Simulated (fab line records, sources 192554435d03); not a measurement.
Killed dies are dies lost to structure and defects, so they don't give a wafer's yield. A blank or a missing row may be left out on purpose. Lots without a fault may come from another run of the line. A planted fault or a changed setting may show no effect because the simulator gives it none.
Which tool did it? | flow n5_finfet | 11 lots, 33 wafers sampled, at 1 step of a route of 1938

WHAT THE GAUGES READ, wafer by wafer
N5_BEOL_M10_CD_MEAS_28: target cd 70 nm.
lot  | measured     | on        | cd_nm (nm)
L685 | day 10 12:36 | cd_sem-03 | 70.6 70.2 69.2
L686 | day 10 21:46 | cd_sem-03 | 70.7 70.2 69.4
L687 | day 11 05:34 | cd_sem-03 | 70.3 71.2 70.4
L689 | day 11 09:05 | cd_sem-01 | 71.2 70.3 70.4
L690 | day 12 01:19 | cd_sem-03 | 71.2 69.7 71.3
L692 | day 12 10:55 | cd_sem-02 | 69.5 71.6 71.1
L693 | day 13 04:45 | cd_sem-02 | 71.2 71.5 71.7
L701 | day 14 19:48 | cd_sem-03 | 71.2 69.1 70.8
L698 | day 14 20:46 | cd_sem-02 | 67.8 69.7 70.0
L703 | day 15 20:46 | cd_sem-01 | 68.1 68.4 69.7
L705 | day 16 05:16 | cd_sem-03 | 69.0 69.3 68.4

WHICH TOOL RAN EACH LOT (tool, then ch and the chambers of the sampled wafers, then the start)
The record holds no process step before these readings.

THE ANSWER, worked out from the rows above alone
Rule: what is usual is taken from the lots themselves. Put in order of their means at a reading, lots are off if they are a third of the lots or fewer, leave a main group of 4 or more, and stand apart from it by a gap of 3 or more times the standard deviation of the main group's means; of several such gaps the widest counts. A main group whose means are all the same, to the digits that the tables above print for the reading, isn't used. A lot without any number at a reading at which 4 lots or more have one is off too. The other lots that the step has rows for count as sound.
No lot is off at any reading shown: from this, nothing can be told.

WHAT THE SIMULATOR HAD PUT IN
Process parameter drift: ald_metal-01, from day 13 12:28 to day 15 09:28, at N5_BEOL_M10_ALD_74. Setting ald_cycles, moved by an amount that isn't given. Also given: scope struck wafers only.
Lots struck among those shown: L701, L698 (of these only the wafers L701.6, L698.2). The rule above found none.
